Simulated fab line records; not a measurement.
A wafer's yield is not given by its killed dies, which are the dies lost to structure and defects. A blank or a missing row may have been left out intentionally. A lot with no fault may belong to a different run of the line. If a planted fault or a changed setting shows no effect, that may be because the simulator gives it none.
Chamber matching + flow nand harc + cmp-03 running NHARC_A_SGD_CUT_CMP_21: 4 sister chambers
The step polishes, target thk 148.19 nm. 4 wafers are shown with their chamber, then 9 later ones without.

## EACH WAFER AND ITS CHAMBER
| wafer  | chamber | motor current A (A) |
|--------|---------|---------------------|
| L085.6 | 2       | 13.5                |
| L086.2 | 3       | 12.2                |
| L086.3 | 1       | 11.9                |
| L086.5 | 0       | 11.2                |

## WAFERS WHOSE CHAMBER IS MISSING
| wafer  | motor current A (A) |
|--------|---------------------|
| L089.1 | 11.0                |
| L089.3 | 13.8                |
| L089.4 | 11.9                |
| L092.4 | 12.7                |
| L092.5 | 11.9                |
| L092.6 | 10.9                |
| L096.1 | 12.3                |
| L096.4 | 12.3                |
| L096.6 | 12.0                |

## CHAMBER TAKEN BY EACH
| wafer  | from the rows above          | in truth |
|--------|------------------------------|----------|
| L089.1 | 0                            | 0        |
| L089.3 | 2                            | 2        |
| L089.4 | can't be placed: 1 or 3      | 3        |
| L092.4 | can't be placed: 3 or 1 or 2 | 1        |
| L092.5 | can't be placed: 1 or 3      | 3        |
| L092.6 | 0                            | 0        |
| L096.1 | can't be placed: 3 or 1      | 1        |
| L096.4 | can't be placed: 3 or 1      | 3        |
| L096.6 | can't be placed: 1 or 3      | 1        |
3 of 9 placed correctly. Not placeable from these rows: 6 (in 6, the candidates include the true chamber). Wrongly placed: 0.
How it was worked out, from the rows above alone: a wafer's distance from a chamber is the root of the sum, over the readings, of the square of ((its reading less the chamber's mean) divided by the reading's scatter). The wafer belongs to the nearest chamber; if the next one is less than 2 further off, it can't be placed. The mean given for a chamber averages the wafers shown for that chamber. The scatter: root of mean squared gap, hidden wafer to nearest shown wafer, with one shown wafer a chamber.
